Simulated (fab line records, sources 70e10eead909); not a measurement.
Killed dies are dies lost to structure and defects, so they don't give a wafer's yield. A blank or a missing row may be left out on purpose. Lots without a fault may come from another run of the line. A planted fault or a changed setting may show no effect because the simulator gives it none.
Which tool did it? | flow nand_harc | 6 lots, 18 wafers sampled, at 1 step of a route of 1302

WHAT THE GAUGES READ, wafer by wafer
NHARC_A_CONTACT_INSPECT_71.
lot  | measured     | on                | raw_defect_count
L710 | day 21 21:38 | defect_inspect-02 | 61 54 64
L712 | day 23 02:15 | defect_inspect-02 | 67 57 61
L716 | day 24 20:39 | defect_inspect-02 | 168 148 171
L721 | day 26 20:26 | defect_inspect-02 | 50 31 43
L727 | day 29 18:14 | defect_inspect-01 | 136 143 127
L731 | day 31 00:23 | defect_inspect-02 | 121 123 118

WHICH TOOL RAN EACH LOT (tool, then ch and the chambers of the sampled wafers, then the start)
The record holds no process step before these readings.

THE ANSWER, worked out from the rows above alone
Rule: what is usual is taken from the lots themselves. Put in order of their means at a reading, lots are off if they are a third of the lots or fewer, leave a main group of 4 or more, and stand apart from it by a gap of 3 or more times the standard deviation of the main group's means; of several such gaps the widest counts. A main group whose means are all the same, to the digits that the tables above print for the reading, isn't used. A lot without any number at a reading at which 4 lots or more have one is off too. The other lots that the step has rows for count as sound.
No lot is off at any reading shown: from this, nothing can be told.

WHAT THE SIMULATOR HAD PUT IN
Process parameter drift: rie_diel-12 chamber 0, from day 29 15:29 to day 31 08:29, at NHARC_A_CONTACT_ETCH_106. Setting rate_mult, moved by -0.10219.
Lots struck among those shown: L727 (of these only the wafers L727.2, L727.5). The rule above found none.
